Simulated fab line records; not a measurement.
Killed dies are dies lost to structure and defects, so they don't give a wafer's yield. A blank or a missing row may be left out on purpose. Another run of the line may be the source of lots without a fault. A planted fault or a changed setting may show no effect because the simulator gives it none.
Comparing a struck lot with a sound one	flow nandHarc	14 steps out of a route of 1159
Sound: these wafers, L746.1, L746.2, L746.5. Struck: wafers L743.2, L743.5, L743.6. At the end, the cause is stated.
Each step with rows lists, per side, the tool, then ch with its chambers, then its first start. Under that, the readings that differ: sound wafers	struck wafers	difference of the means	sigmas: that difference in standard deviations of wafers without a fault.
alike: readings whose means differ by less than 2 such deviations, and words and numbers that are the same on both sides. not compared: withheld readings, readings that some wafer has no value for, bounds like >300 that may hide the same value, and numbers for which the record gives no deviation and whose values overlap.
The two part at a step that has a row with sigmas, a row that says differs or no value, or rows on one side only. When numbers do not overlap yet have no deviation, they are printed without sigmas and do not part them. A reading missing from all wafers of one side parts the sides only when that side holds two or more wafers.

first, 3 steps without rows for these wafers: NHARC_A_STAIRCASE_STRIP_447 (strips in SPM, time 900 s); NHARC_A_STAIRCASE_PRECLEAN_448 (cleans in SC1); NHARC_A_STAIRCASE_SRD_449.
NHARC_A_STAIRCASE_CMP_450: polishes SiO2, target thk 200 nm.
  sound on cmp-03 ch 1,2, day 18 01:26; struck on cmp-03 ch 1,2, day 17 20:36
  alike: motorCurrentA
NHARC_A_STAIRCASE_CMP_152: polishes.
  sound on cmp-03 ch 1,2, day 18 01:30; struck on cmp-03 ch 1,2, day 17 20:41
  alike: motorCurrentA
then, 2 steps without rows for these wafers: NHARC_A_STAIRCASE_SRD_154; NHARC_A_STAIRCASE_ETCH_403 (etches SiO2 in dHF, target depth 108.2 nm).
NHARC_A_STAIRCASE_ETCHBACK_422: etches the open film in CH3F/O2, target depth 40 nm, time 74.286 s.
  sound on rieDiel-01 ch 1,3, day 18 01:58; struck on rieDiel-01 ch 1,2,3, day 17 21:10
  alike: drypumpMotorCurrentA, oesProductAu, rfVppV, showerheadPlenumPTorr, throttleValvePct
  not compared: rfHoursCounterH
then, 1 step without rows for these wafers: NHARC_A_STAIRCASE_ETCH_423 (etches SiO2 in dHF, target depth 30 nm).
NHARC_A_STAIRCASE_ETCHBACK_157: etches the open film in CH3F/O2, target depth 90 nm, time 167.14 s.
  sound on rieDiel-01 ch 0,3, day 18 02:20; struck on rieDiel-01 ch 1,2, day 17 21:30
  alike: drypumpMotorCurrentA, oesProductAu, rfVppV, showerheadPlenumPTorr, throttleValvePct
  not compared: rfHoursCounterH
NHARC_A_STAIRCASE_STRIP_475: strips in O2, time 20 s.
  sound: rieDiel-01 ch 0,3; struck: rieDiel-01 ch 0,1,2
  alike: drypumpMotorCurrentA, oesProductAu, rfVppV, showerheadPlenumPTorr, throttleValvePct
  not compared: rfHoursCounterH
NHARC_A_STAIRCASE_DEP_471: deposits SiO2, target thk 100 nm.
  sound on pecvd-04 ch 0,1, day 18 02:37; struck on pecvd-01 ch 0,2, day 17 22:19
reading	sound	struck	difference	sigmas
mfcPrecursorSccm (sccm)	161.6 160.6 161.2	183.8 183.1 182.6	+22.0	+50
  alike: heaterPowerW, throttleValvePct
then, 1 step without rows for these wafers: NHARC_A_STAIRCASE_CMP_472 (polishes SiO2).
-- the record jumps here: 6 days lie between the struck wafers' starts before and after (it left off in module A_STAIRCASE and takes up again in module END, whose first step shown is number 1159 of the route) --
NHARC_END_SORT_01:
  sound on prober-02 ch 0, day 23 22:04; struck on prober-01 ch 0, day 23 22:43
reading	sound	struck	difference	sigmas
killedAtArray	22 20 16	43 50 43	+26	+3
killedDies	30 24 21	43 50 47	+22	+2
  alike: killedAtOther, killedAtPeriphery, killedOpen, killedShort

== WHERE THEY PART ==
Last at NHARC_END_SORT_01 as far as this record goes, first at NHARC_A_STAIRCASE_DEP_471.

WHY: what had been put in by the simulator
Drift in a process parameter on pecvd-01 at NHARC_A_STAIRCASE_DEP_471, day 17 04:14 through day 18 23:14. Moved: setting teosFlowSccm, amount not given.
